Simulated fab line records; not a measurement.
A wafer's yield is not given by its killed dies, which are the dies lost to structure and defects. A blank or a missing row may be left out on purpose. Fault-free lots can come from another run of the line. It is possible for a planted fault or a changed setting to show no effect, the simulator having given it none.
fab line records	flow nandHarc
record: lots: 24	wafers: 72	lastDay: 33
route steps=1302 shown A_CHANNEL_FILL_D1@517 A_ONON_D2@566 A_CHANNEL_HOLE_D2@570
lots that met no fault: from a run of the same line without faults
startH: start of the lot's first displayed wafer, in hours after the record's first day	waitH: how many hours have passed since the lot's step before this one	" the same as in the row above	L1.1+2: a row that stands for several wafers	- either no value or no given start	* or withheld: withheld	< > ~ a bound
route shown NAME@n: names a module that has steps shown in the file, with the first one's number in the route	usual: the fault-free wafers' mean and standard deviation	same: alike in all rows	chamber/n: place in a boat	sites: each site's reading	_std_site: their standard deviation	_edge_site: mean of outer sites minus mean of inner sites	radiusMm: for every site, how far away it sits from the centre of the wafer	mask NAME#n: copy n	behind: tool/chamber where the wafer was last shaped	hold: why the lot went on hold/how many hours it stayed there/how the hold came to an end	device: which transistor (n, p or np) failed to switch	end of line: the same wafers' tests at the end of the route	for a step that has no rows: nothing shown but its recipe	killed: not the wafer's yield, but the dies lost to structure and defects at the first sort	map: dies across one wafer; x = killed, . = not, _ = none there
set.NAME: the setting that was run; set.NAME@STEP: the one run at that earlier step	model.NAME: the simulator's own value behind a step, which no gauge read
one table for each step of the route and one row for each wafer, over a sample of lots
services: when a tool's chamber went out of use (startH, in hours from the record's first day, below 0 if earlier), for how many hours, and the reason
== steps ==
step: NHARC_A_CHANNEL_FILL_D1_INSPECT_13
usual: rawDefectCount: 307/140
lot.wafer	tool	chamber	startH	waitH	rawDefectCount
L074.1	defectInspect-02	-	239.43	0.0	403
L074.5	"	-	"	"	450
L074.6	"	-	"	"	611
L075.1	defectInspect-01	-	239.43	0.0	128
L075.3	"	-	"	"	159
L075.4	"	-	"	"	162
L076.1	defectInspect-02	-	268.95	0.0	305
L076.3	"	-	"	"	268
L076.5	"	-	"	"	220
L077.1	defectInspect-02	-	268.96	0.0	324
L077.2	"	-	"	"	404
L077.6	"	-	"	"	477
L078.2	defectInspect-02	-	275.76	0.0	259
L078.4	"	-	"	"	286
L078.5	"	-	"	"	252
L079.3	defectInspect-02	-	285.69	0.0	147
L079.5	"	-	"	"	254
L079.6	"	-	"	"	465
L080.1	defectInspect-02	-	296.47	0.0	154
L080.4	"	-	"	"	246
L080.5	"	-	"	"	423
L081.3	defectInspect-01	-	312.22	0.0	438
L081.4	"	-	"	"	258
L081.5	"	-	"	"	477
L082.1	defectInspect-01	-	320.35	0.0	228
L082.3	"	-	"	"	291
L082.6	"	-	"	"	244
L083.1	defectInspect-01	-	331.22	0.0	154
L083.4	"	-	"	"	233
L083.5	"	-	"	"	145
L085.3	defectInspect-01	-	343.58	0.0	449
L085.5	"	-	"	"	473
L085.6	"	-	"	"	430
L084.3	defectInspect-02	-	343.58	0.0	243
L084.4	"	-	"	"	253
L084.6	"	-	"	"	201
L086.2	defectInspect-01	-	353.48	0.0	333
L086.4	"	-	"	"	195
L086.5	"	-	"	"	200
L087.2	defectInspect-02	-	371.58	0.0	302
L087.5	"	-	"	"	223
L087.6	"	-	"	"	222
L088.4	defectInspect-02	-	379.38	0.0	173
L088.5	"	-	"	"	262
L088.6	"	-	"	"	220
L089.4	defectInspect-01	-	399.56	0.0	342
L089.5	"	-	"	"	471
L089.6	"	-	"	"	567
L091.2	defectInspect-01	-	405.48	0.0	180
L091.3	"	-	"	"	333
L091.5	"	-	"	"	321
L090.2	defectInspect-01	-	405.49	0.0	451
L090.4	"	-	"	"	222
L090.5	"	-	"	"	213
L092.3	defectInspect-01	-	415.22	0.0	439
L092.5	"	-	"	"	224
L092.6	"	-	"	"	331
L093.1	defectInspect-01	-	428.56	0.0	327
L093.5	"	-	"	"	560
L093.6	"	-	"	"	749
L094.2	defectInspect-01	-	436.07	0.0	145
L094.4	"	-	"	"	211
L094.6	"	-	"	"	178
L095.3	defectInspect-02	-	452.82	0.0	209
L095.5	"	-	"	"	201
L095.6	"	-	"	"	195
L097.2	defectInspect-01	-	459.60	0.0	155
L097.3	"	-	"	"	150
L097.5	"	-	"	"	227
L096.2	defectInspect-02	-	459.60	0.0	550
L096.3	"	-	"	"	442
L096.5	"	-	"	"	734
step: NHARC_A_ONON_D2_DEP_33
recipe: targetThkA: 2000	tempC: 400	pressureTorr: 6.5	rfW: 900	teosFlowSccm: 161.4	flowSccm: 2650	targetThkNm: 200	gas: O2	material: SiO2
usual: heaterPowerW: 613/100	throttleValvePct: 16.2/0.48
lot.wafer	tool	chamber	startH	waitH	heaterPowerW	throttleValvePct
L074.1	pecvd-02	1	293.08	0.2	705	15.5
L074.6	"	0	"	"	573	16.2
L074.5	"	2	"	"	568	16.4
L075.1	pecvd-02	1	293.31	0.4	674	15.5
L075.3	"	2	"	"	522	16.6
L075.4	"	1	"	"	704	15.3
L076.3	pecvd-03	2	315.68	0.1	653	16.6
L076.1	"	0	"	"	611	15.8
L076.5	"	0	"	"	634	15.9
L077.2	pecvd-02	2	315.71	0.1	570	16.7
L077.1	"	1	"	"	758	15.5
L077.6	"	2	"	"	588	16.8
L078.2	pecvd-03	1	322.82	0.2	505	16.1
L078.4	"	0	"	"	705	15.6
L078.5	"	1	"	"	517	16.2
L079.3	pecvd-01	0	336.62	0.1	618	16.5
L079.5	"	0	"	"	641	16.3
L079.6	"	1	"	"	708	16.2
L080.1	pecvd-02	1	347.09	0.1	670	15.5
L080.4	"	0	"	"	560	16.3
L080.5	"	1	"	"	691	15.3
L081.3	pecvd-01	0	358.63	0.1	734	16.7
L081.4	"	0	"	"	755	16.4
L081.5	"	1	"	"	656	16.0
L082.3	pecvd-02	0	366.80	0.1	542	16.4
L082.1	"	2	"	"	500	16.7
L082.6	"	2	"	"	520	16.7
L083.1	pecvd-02	0	379.72	0.1	606	16.3
L083.4	"	2	"	"	514	16.7
L083.5	"	1	"	"	707	15.7
L084.3	pecvd-02	2	393.47	0.1	605	16.6
L084.6	"	1	"	"	744	15.6
L084.4	"	2	"	"	459	16.8
L085.3	pecvd-03	1	393.48	0.1	496	15.4
L085.5	"	0	"	"	724	15.8
L085.6	"	1	"	"	504	15.1
L086.2	pecvd-03	2	401.69	0.1	668	16.8
L086.5	"	2	"	"	670	16.7
L086.4	"	0	"	"	717	15.7
L087.2	pecvd-03	1	418.60	0.1	472	15.4
L087.6	"	2	"	"	692	16.9
L087.5	"	0	"	"	604	15.8
L088.4	pecvd-01	0	437.33	0.2	650	16.6
L088.6	"	1	"	"	601	16.2
L088.5	"	2	"	"	455	16.7
L091.2	pecvd-03	2	448.80	0.1	698	17.1
L091.3	"	0	"	"	694	15.8
L091.5	"	2	"	"	730	16.8
L090.2	pecvd-02	1	448.85	0.1	757	15.6
L090.5	"	0	"	"	578	15.8
L090.4	"	2	"	"	488	15.8
L089.5	pecvd-01	1	449.08	0.3	725	15.9
L089.4	"	2	"	"	521	16.3
L089.6	"	0	"	"	698	16.9
L092.3	pecvd-02	2	463.84	0.1	627	15.7
L092.5	"	1	"	"	668	15.7
L092.6	"	2	"	"	604	15.8
L093.1	pecvd-01	2	477.71	0.1	388	16.7
L093.5	"	1	"	"	676	16.6
L093.6	"	2	"	"	425	16.6
L094.2	pecvd-03	2	494.60	0.1	685	17.0
L094.6	"	0	"	"	734	16.0
L094.4	"	1	"	"	457	15.5
L095.3	pecvd-03	2	501.70	0.1	649	16.7
L095.6	"	0	"	"	745	15.9
L095.5	"	1	"	"	445	15.9
L096.2	pecvd-03	0	505.77	0.1	769	15.7
L096.3	"	1	"	"	420	15.9
L096.5	"	1	"	"	441	15.7
L097.2	pecvd-01	0	505.82	0.1	684	16.2
L097.3	"	1	"	"	761	15.9
L097.5	"	1	"	"	734	15.7
step: NHARC_A_CHANNEL_HOLE_D2_DEP_00
recipe: targetThkA: 31000	tempC: 400	material: aC
usual: throttleValvePct: 35.000/0.0091
lot.wafer	tool	chamber	startH	waitH	throttleValvePct
L074.1	aclDep-01	0	293.58	0.1	34.996
L074.5	"	0	294.85	1.3	35.014
L074.6	"	0	"	"	34.985
L075.1	aclDep-02	0	293.87	0.1	34.997
L075.3	"	0	"	"	34.998
L075.4	"	0	"	"	35.019
L076.1	aclDep-02	0	316.25	0.1	35.000
L076.3	"	0	"	"	34.986
L076.5	"	0	"	"	35.003
L077.1	aclDep-01	0	316.82	0.6	34.993
L077.2	"	0	"	"	34.993
L077.6	"	0	318.40	2.2	35.016
L078.2	aclDep-01	0	323.65	0.4	35.009
L078.4	"	0	"	"	35.001
L078.5	"	0	"	"	35.005
L079.3	aclDep-03	0	337.78	0.7	34.996
L079.5	"	0	"	"	35.010
L079.6	"	0	"	"	34.991
L080.1	aclDep-03	0	350.28	2.7	35.009
L080.4	"	0	"	"	34.997
L080.5	"	0	"	"	35.002
L081.3	aclDep-02	0	359.84	0.7	35.003
L081.4	"	0	"	"	34.998
L081.5	"	0	"	"	34.989
L082.1	aclDep-01	0	367.35	0.1	34.985
L082.3	"	0	"	"	35.005
L082.6	"	0	"	"	34.998
L083.1	aclDep-02	0	383.73	3.6	35.021
L083.4	"	0	"	"	34.995
L083.5	"	0	"	"	34.993
L084.3	aclDep-03	0	394.60	0.7	35.016
L084.4	"	0	"	"	34.997
L084.6	"	0	"	"	35.001
L085.3	aclDep-02	0	395.59	1.6	35.009
L085.5	"	0	"	"	35.008
L085.6	"	0	"	"	35.002
L086.2	aclDep-02	0	403.36	1.2	34.993
L086.4	"	0	"	"	35.008
L086.5	"	0	"	"	35.007
L087.2	aclDep-03	0	419.39	0.4	34.995
L087.5	"	0	"	"	35.000
L087.6	"	0	"	"	35.015
L088.4	aclDep-01	0	441.97	4.3	35.001
L088.5	"	0	"	"	34.999
L088.6	"	0	"	"	35.001
L091.2	aclDep-01	0	449.66	0.4	34.993
L091.3	"	0	"	"	35.000
L091.5	"	0	"	"	35.019
L090.2	aclDep-03	0	449.71	0.4	34.994
L090.4	"	0	"	"	35.011
L090.5	"	0	"	"	35.002
L089.4	aclDep-02	0	451.78	2.3	35.000
L089.5	"	0	"	"	34.995
L089.6	"	0	"	"	34.997
L092.3	aclDep-02	0	465.00	0.7	35.002
L092.5	"	0	"	"	34.988
L092.6	"	0	"	"	34.993
L093.1	aclDep-03	0	481.42	3.3	35.018
L093.5	"	0	482.67	4.5	34.976
L093.6	"	0	"	"	34.997
L094.2	aclDep-01	0	499.56	4.5	35.010
L094.4	"	0	"	"	35.000
L094.6	"	0	"	"	35.000
L095.3	aclDep-03	0	502.92	0.8	35.004
L095.5	"	0	"	"	34.975
L095.6	"	0	"	"	35.001
L097.2	aclDep-02	0	507.95	1.7	35.007
L097.3	"	0	"	"	35.001
L097.5	"	0	"	"	35.008
L096.2	aclDep-01	0	508.10	1.7	35.012
L096.3	"	0	"	"	35.002
L096.5	"	0	"	"	34.999
step: NHARC_A_CHANNEL_HOLE_D2_CD_MEAS_10
recipe: targetCdNm: 100	landingEnergyEv: 500
usual: cdNm: 100.2/0.35
lot.wafer	tool	chamber	startH	waitH	cdNm
L074.1	cdSem-03	0	296.23	-	100.3
L074.5	"	0	"	"	100.1
L074.6	"	0	"	"	100.7
L075.1	cdSem-03	0	296.64	-	99.6
L075.3	"	0	"	"	100.0
L075.4	"	0	"	"	100.1
L076.1	cdSem-01	0	318.76	-	99.9
L076.3	"	0	"	"	100.2
L076.5	"	0	"	"	100.2
L077.1	cdSem-01	0	319.46	-	100.6
L077.2	"	0	"	"	100.4
L077.6	"	0	"	"	100.1
L078.2	cdSem-01	0	325.88	-	100.8
L078.4	"	0	"	"	100.2
L078.5	"	0	"	"	99.8
L079.3	cdSem-03	0	339.69	-	100.1
L079.5	"	0	"	"	100.1
L079.6	"	0	"	"	100.0
L080.1	cdSem-01	0	352.90	-	99.7
L080.4	"	0	"	"	99.9
L080.5	"	0	"	"	100.0
L081.3	cdSem-02	0	361.73	-	100.0
L081.4	"	0	"	"	100.2
L081.5	"	0	"	"	99.6
L082.1	cdSem-02	0	370.01	-	99.6
L082.3	"	0	"	"	100.3
L082.6	"	0	"	"	100.6
L083.1	cdSem-03	0	386.42	-	100.9
L083.4	"	0	"	"	100.5
L083.5	"	0	"	"	100.6
L084.3	cdSem-01	0	396.60	-	100.3
L084.4	"	0	"	"	100.2
L084.6	"	0	"	"	100.3
L085.3	cdSem-01	0	397.48	-	100.3
L085.5	"	0	"	"	100.1
L085.6	"	0	"	"	99.7
L086.2	cdSem-02	0	405.68	-	100.1
L086.4	"	0	"	"	100.4
L086.5	"	0	"	"	99.9
L087.2	cdSem-03	0	421.81	-	99.8
L087.5	"	0	"	"	100.0
L087.6	"	0	"	"	100.4
L088.4	cdSem-01	0	443.53	-	99.3
L088.5	"	0	"	"	99.7
L088.6	"	0	"	"	100.4
L091.2	cdSem-03	0	452.18	-	100.2
L091.3	"	0	"	"	100.2
L091.5	"	0	"	"	100.5
L090.2	cdSem-03	0	452.33	-	100.5
L090.4	"	0	"	"	100.4
L090.5	"	0	"	"	100.9
L089.4	cdSem-03	0	453.48	-	100.4
L089.5	"	0	"	"	100.7
L089.6	"	0	"	"	100.4
L092.3	cdSem-02	0	467.03	-	100.1
L092.5	"	0	"	"	99.4
L092.6	"	0	"	"	99.8
L093.1	cdSem-02	0	483.92	-	100.4
L093.5	"	0	"	"	100.3
L093.6	"	0	"	"	100.7
L094.2	cdSem-03	0	501.87	-	99.5
L094.4	"	0	"	"	99.8
L094.6	"	0	"	"	99.6
L095.3	cdSem-01	0	504.95	-	100.3
L095.5	"	0	"	"	100.2
L095.6	"	0	"	"	99.9
L097.2	cdSem-03	0	510.28	-	100.0
L097.3	"	0	"	"	99.5
L097.5	"	0	"	"	99.8
L096.2	cdSem-03	0	510.44	-	100.5
L096.3	"	0	"	"	101.0
L096.5	"	0	"	"	100.6
step: NHARC_A_CHANNEL_HOLE_D2_DESCUM_15
recipe: timeS: 3	o2FlowSccm: 200	arFlowSccm: 0	biasPowerW: 0	chemistry: O2
usual: drypumpMotorCurrentA: 5.8/0.61	oesProductAu: 1.002/0.0075	rfVppV: 57.6/0.82	showerheadPlenumPTorr: 1.89/0.085	throttleValvePct: 11.311/0.0085
lot.wafer	tool	chamber	startH	waitH	drypumpMotorCurrentA	oesProductAu	rfHoursCounterH	rfVppV	showerheadPlenumPTorr	throttleValvePct
L074.1	rieDiel-06	2	296.43	0.1	6.6	1.010	9.0	56.7	1.79	11.309
L074.6	"	0	"	"	5.8	1.017	-	57.7	1.99	11.311
L074.5	"	1	"	"	5.8	1.007	-	58.2	1.96	11.314
L075.4	rieDiel-09	0	296.82	0.1	5.0	1.022	8.6	58.3	1.84	11.298
L075.1	"	2	"	"	5.9	0.997	9.2	57.3	1.91	11.317
L075.3	"	3	"	"	4.9	1.003	9.2	56.6	1.83	11.327
L076.1	rieDiel-09	0	318.95	0.1	5.0	0.996	10.1	57.2	1.84	11.301
L076.3	"	1	"	"	6.2	0.999	10.1	59.0	2.06	11.313
L076.5	"	3	"	"	4.9	0.998	-	57.4	1.83	11.310
L077.2	rieDiel-06	0	319.66	0.1	5.8	0.996	0.1	57.1	1.99	11.316
L077.1	"	1	"	"	5.9	1.000	0.2	58.7	1.95	11.317
L077.6	"	3	"	"	6.5	0.996	-	56.8	1.81	11.317
L078.4	rieDiel-06	1	326.08	0.1	5.9	0.999	1.0	57.1	1.95	11.306
L078.2	"	2	"	"	6.6	1.006	0.8	56.2	1.79	11.299
L078.5	"	3	"	"	6.5	1.001	-	57.7	1.81	11.294
L079.3	rieDiel-05	2	339.89	0.1	5.6	0.999	4.2	57.6	1.97	11.305
L079.5	"	0	"	"	4.8	1.012	-	57.1	1.84	11.302
L079.6	"	1	"	"	5.7	1.007	-	56.2	1.85	11.295
L080.1	rieDiel-06	2	353.10	0.1	6.6	1.011	3.1	56.9	1.79	11.323
L080.4	"	0	"	"	5.8	0.998	3.1	57.5	1.99	11.300
L080.5	"	2	"	"	6.6	1.017	-	57.0	1.79	11.319
L081.3	rieDiel-05	1	361.93	0.1	5.7	1.008	5.0	56.9	1.85	11.313
L081.4	"	2	"	"	5.5	1.010	5.8	58.3	1.97	11.301
L081.5	"	3	"	"	6.6	1.010	-	56.6	1.87	11.321
L082.1	rieDiel-06	0	370.19	0.1	5.8	1.010	3.8	58.7	1.99	11.315
L082.3	"	2	"	"	6.6	1.002	4.0	55.9	1.79	11.322
L082.6	"	0	"	"	5.8	0.997	-	57.8	1.99	11.304
L083.1	rieDiel-09	0	386.60	0.1	5.0	1.015	1.8	57.5	1.83	11.314
L083.4	"	1	"	"	6.2	0.991	1.9	58.9	2.06	11.310
L083.5	"	1	"	"	6.2	0.999	-	59.3	2.06	11.307
L084.4	rieDiel-09	0	396.79	0.1	5.0	1.003	2.5	59.2	1.83	11.312
L084.3	"	2	"	"	5.8	1.009	2.4	57.5	1.91	11.319
L084.6	"	0	"	"	5.0	1.010	-	57.9	1.83	11.304
L085.3	rieDiel-06	1	397.67	0.1	5.9	0.997	4.5	57.4	1.95	11.305
L085.6	"	3	"	"	6.5	0.994	-	57.4	1.81	11.308
L085.5	"	0	"	"	5.8	1.016	-	57.8	1.99	11.314
L086.4	rieDiel-09	1	405.88	0.1	6.2	0.995	2.9	57.8	2.06	11.314
L086.2	"	0	"	"	5.0	1.018	3.0	57.8	1.83	11.293
L086.5	"	1	"	"	6.2	0.998	-	59.4	2.06	11.316
L087.2	rieDiel-06	2	422.02	0.1	6.6	1.012	6.2	56.2	1.79	11.315
L087.6	"	3	"	"	6.5	0.988	-	57.4	1.81	11.322
L087.5	"	0	"	"	5.8	0.993	-	57.5	1.99	11.312
L088.4	rieDiel-09	1	443.74	0.1	6.2	0.982	5.3	58.7	2.06	11.314
L088.6	"	2	"	"	5.9	1.004	-	58.0	1.91	11.322
L088.5	"	3	"	"	4.9	1.013	-	58.0	1.83	11.300
L091.2	rieDiel-06	3	452.37	0.1	6.5	0.998	8.7	56.8	1.81	11.314
L091.3	"	1	"	"	5.9	0.998	7.9	57.9	1.95	11.307
L091.5	"	2	"	"	6.6	0.994	-	57.8	1.79	11.311
L090.4	rieDiel-05	0	452.51	0.1	4.9	1.001	2.4	57.6	1.84	11.326
L090.2	"	3	"	"	6.6	0.997	2.4	57.7	1.86	11.313
L090.5	"	0	"	"	4.8	0.995	-	56.0	1.84	11.311
L089.4	rieDiel-09	3	453.66	0.1	4.9	1.011	6.1	57.5	1.83	11.310
L089.5	"	2	"	"	5.9	1.008	-	57.9	1.91	11.299
L089.6	"	3	"	"	4.9	1.004	-	58.5	1.83	11.309
L092.3	rieDiel-09	2	467.24	0.1	5.9	1.014	6.4	56.7	1.91	11.311
L092.5	"	3	"	"	4.9	1.007	-	56.5	1.83	11.291
L092.6	"	0	"	"	4.9	1.003	-	57.5	1.83	11.317
L093.1	rieDiel-06	2	484.13	0.1	6.6	1.003	10.7	56.7	1.78	11.316
L093.5	"	0	"	"	5.8	1.001	-	58.1	1.99	11.308
L093.6	"	1	"	"	5.9	1.004	-	58.2	1.95	11.313
L094.4	rieDiel-05	3	502.05	0.1	6.6	0.998	4.4	57.3	1.86	11.314
L094.2	"	0	"	"	4.8	1.000	4.8	58.3	1.84	11.313
L094.6	"	3	"	"	6.6	1.003	-	58.0	1.86	11.312
L095.3	rieDiel-06	1	505.14	0.1	5.9	0.991	0.3	58.2	1.95	11.323
L095.5	"	0	"	"	5.8	1.006	-	57.4	1.99	11.305
L095.6	"	1	"	"	5.9	1.000	-	58.1	1.95	11.295
L097.3	rieDiel-05	1	510.48	0.1	5.7	1.003	4.3	57.3	1.85	11.312
L097.2	"	2	"	"	5.6	1.007	3.7	58.8	1.97	11.315
L097.5	"	3	"	"	6.6	0.997	-	56.8	1.86	11.302
L096.2	rieDiel-09	2	510.63	0.1	5.9	1.001	0.4	57.4	1.91	11.306
L096.3	"	3	"	"	4.9	1.010	0.4	57.1	1.83	11.308
L096.5	"	2	"	"	5.9	1.000	-	57.8	1.91	11.300
step: NHARC_A_CHANNEL_HOLE_D2_ETCH_22
recipe: biasV: 3000	sourceW: withheld	pressureMtorr: 20	timeS: 666.7	arFlowSccm: 375	c4f8FlowSccm: 89.3	o2FlowSccm: 35.7	tempC: -20	targetDepthA: 16000	chemistry: C4F8/O2/Ar
usual: drypumpMotorCurrentA: 5.67/0.29	showerheadPlenumPTorr: 3.62/0.13	throttleValvePct: 32.153/0.009
lot.wafer	tool	chamber	startH	waitH	drypumpMotorCurrentA	rfHoursCounterH	showerheadPlenumPTorr	throttleValvePct
L074.1	harEtch-01	0	298.55	0.4	5.41	146	3.66	32.159
L074.6	"	1	"	"	5.51	-	3.53	32.160
L074.5	"	0	"	"	5.40	-	3.66	32.153
L075.1	harEtch-01	1	302.63	0.4	5.53	150	3.53	32.151
L075.4	"	1	"	"	5.51	-	3.53	32.166
L075.3	"	0	"	"	5.39	-	3.66	32.144
L076.1	harEtch-01	0	321.31	0.4	5.37	158	3.65	32.144
L076.3	"	1	"	"	5.52	-	3.52	32.145
L076.5	"	0	"	"	5.37	-	3.65	32.152
L077.1	harEtch-02	1	321.69	0.4	5.71	369	3.58	32.156
L077.2	"	0	"	"	6.20	384	3.63	32.168
L077.6	"	0	"	"	6.20	-	3.63	32.147
L078.2	harEtch-02	0	328.21	0.4	6.18	388	3.63	32.150
L078.4	"	1	"	"	5.70	-	3.58	32.155
L078.5	"	1	"	"	5.69	-	3.58	32.144
L079.3	harEtch-02	1	346.62	0.8	5.70	-	3.57	32.154
L079.5	"	1	"	"	5.68	-	3.57	32.161
L079.6	"	1	"	"	5.70	-	3.57	32.132
L080.1	harEtch-01	1	358.03	0.4	5.51	184	3.51	32.153
L080.4	"	1	"	"	5.52	-	3.51	32.138
L080.5	"	1	"	"	5.52	-	3.51	32.163
L081.4	harEtch-02	1	365.68	0.4	5.71	-	3.56	32.153
L081.3	"	0	"	"	6.20	-	3.62	32.130
L081.5	"	0	"	"	6.19	-	3.62	32.160
L082.1	harEtch-01	0	373.13	0.4	5.40	196	3.63	32.147
L082.3	"	0	"	"	5.40	-	3.63	32.167
L082.6	"	1	"	"	5.53	-	3.50	32.149
L083.1	harEtch-01	0	394.48	0.4	5.40	211	3.62	32.153
L083.4	"	0	"	"	5.41	-	3.62	32.163
L083.5	"	0	"	"	5.42	-	3.62	32.156
L084.3	harEtch-02	0	399.02	0.4	6.18	-	3.61	32.162
L084.4	"	1	"	"	5.70	-	3.93	32.156
L084.6	"	0	"	"	6.17	-	3.61	32.142
L085.3	harEtch-01	0	403.03	0.4	5.38	-	3.62	32.153
L085.6	"	0	"	"	5.39	-	3.62	32.158
L085.5	"	1	"	"	5.53	-	3.49	32.167
L086.2	harEtch-02	0	409.81	0.4	6.20	12	3.61	32.153
L086.4	"	1	"	"	5.70	-	3.93	32.154
L086.5	"	1	"	"	5.72	-	3.93	32.157
L087.2	harEtch-01	0	424.04	0.4	5.37	227	3.62	32.143
L087.5	"	0	"	"	5.38	-	3.62	32.151
L087.6	"	1	"	"	5.53	-	3.49	32.156
L088.4	harEtch-02	1	447.06	0.4	5.73	-	3.92	32.159
L088.6	"	1	"	"	5.71	-	3.92	32.148
L088.5	"	0	"	"	6.19	-	3.60	32.150
L091.2	harEtch-01	0	455.24	0.4	5.40	246	3.61	32.153
L091.3	"	0	"	"	5.37	-	3.61	32.151
L091.5	"	1	"	"	5.52	-	3.48	32.155
L090.2	harEtch-02	0	455.68	0.4	6.15	35	3.60	32.169
L090.4	"	0	"	"	6.18	-	3.60	32.142
L090.5	"	1	"	"	5.70	-	3.91	32.158
L089.4	harEtch-01	0	459.50	0.4	5.38	-	3.60	32.161
L089.5	"	0	"	"	5.37	-	3.60	32.145
L089.6	"	1	"	"	5.54	-	3.47	32.166
L092.3	harEtch-02	0	469.54	0.4	6.21	-	3.59	32.140
L092.5	"	1	"	"	5.69	-	3.91	32.160
L092.6	"	0	"	"	6.23	-	3.59	32.164
L093.1	harEtch-01	1	489.25	0.4	5.53	269	3.46	32.154
L093.5	"	0	"	"	5.40	-	3.59	32.149
L093.6	"	1	"	"	5.52	-	3.46	32.164
L094.2	harEtch-01	1	504.20	0.4	5.51	272	3.46	32.151
L094.4	"	0	"	"	5.40	-	3.59	32.165
L094.6	"	1	"	"	5.52	-	3.46	32.166
L095.3	harEtch-02	0	507.37	0.4	6.19	-	3.58	32.139
L095.5	"	0	"	"	6.21	-	3.58	32.153
L095.6	"	1	"	"	5.69	-	3.90	32.164
L097.2	harEtch-01	0	512.52	0.4	5.38	276	3.59	32.142
L097.3	"	0	"	"	5.38	-	3.59	32.161
L097.5	"	1	"	"	5.53	-	3.46	32.161
L096.2	harEtch-02	1	512.68	0.4	5.69	66	3.90	32.163
L096.3	"	0	"	"	6.21	-	3.58	32.142
L096.5	"	0	"	"	6.19	-	3.58	32.141
== services ==
tool	chamber	startH	hours	kind
pecvd-03	2	281.61	2.9	repair
aclDep-03	-	302.38	13.0	pm
rieDiel-06	-	307.20	9.0	pm
pecvd-01	-	311.26	13.0	pm
rieDiel-09	2	311.94	14.3	repair
rieDiel-09	-	319.04	0.4	repair
rieDiel-09	-	320.23	9.0	pm
pecvd-03	1	324.56	29.7	repair
harEtch-02	-	337.22	2.1	repair
pecvd-03	-	366.00	13.0	pm
aclDep-01	-	369.26	13.0	pm
rieDiel-06	2	371.29	5.1	repair
pecvd-01	1	375.91	12.6	repair
harEtch-02	-	377.00	17.0	pm
rieDiel-09	-	404.41	0.5	repair
pecvd-02	-	408.08	13.0	pm
aclDep-02	-	424.37	13.0	pm
rieDiel-09	-	436.44	0.2	repair
rieDiel-06	3	480.86	4.8	repair
rieDiel-06	-	484.20	9.0	pm
aclDep-03	-	487.48	13.0	pm
rieDiel-09	-	497.23	9.0	pm
rieDiel-06	2	503.36	1.5	repair
pecvd-03	2	505.17	1.9	repair
== key ==
fault none
